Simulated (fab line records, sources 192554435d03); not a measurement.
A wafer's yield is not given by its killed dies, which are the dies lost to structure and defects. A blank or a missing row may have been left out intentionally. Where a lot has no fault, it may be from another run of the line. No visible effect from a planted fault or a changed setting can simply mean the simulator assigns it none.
Chamber matching	flow n5 finfet	N5_BEOL_M14_DESCUM_15 on rie diel-05 has 4 sister chambers
The step chemistry O2, time 7.9 s. 4 wafers are shown with their chamber, then 9 later ones without.

## EACH WAFER AND ITS CHAMBER
wafer	chamber	drypump motor current A (A)
L084.3	0	6.1
L092.1	2	6.3
L092.2	1	5.2
L092.3	3	5.6

## WAFERS WHOSE CHAMBER IS MISSING
wafer	drypump motor current A (A)
L095.1	5.1
L095.3	6.3
L095.6	6.4
L094.2	6.3
L094.3	5.6
L094.5	5.2
L097.1	6.1
L097.3	5.2
L097.6	6.1

## WHICH CHAMBER EACH ONE RAN IN
wafer	from the rows above	in truth
L095.1	1	1
L095.3	2	2
L095.6	2	2
L094.2	2	2
L094.3	3	3
L094.5	1	1
L097.1	0	0
L097.3	1	1
L097.6	0	0
Placed correctly: 9 of 9. Number that these rows cannot place: 0. Number placed wrongly: 0.
How it was worked out, from the rows above alone: a wafer's distance from a chamber is the root of the sum, over the readings, of the square of ((its reading less the chamber's mean) divided by the reading's scatter). The wafer belongs to the nearest chamber; if the next one is less than 2 further off, it can't be placed. Each chamber's mean is taken over the wafers shown for it. The scatter: with one shown wafer a chamber, the root of the mean of the squares of how far each hidden wafer lies from its nearest shown one.
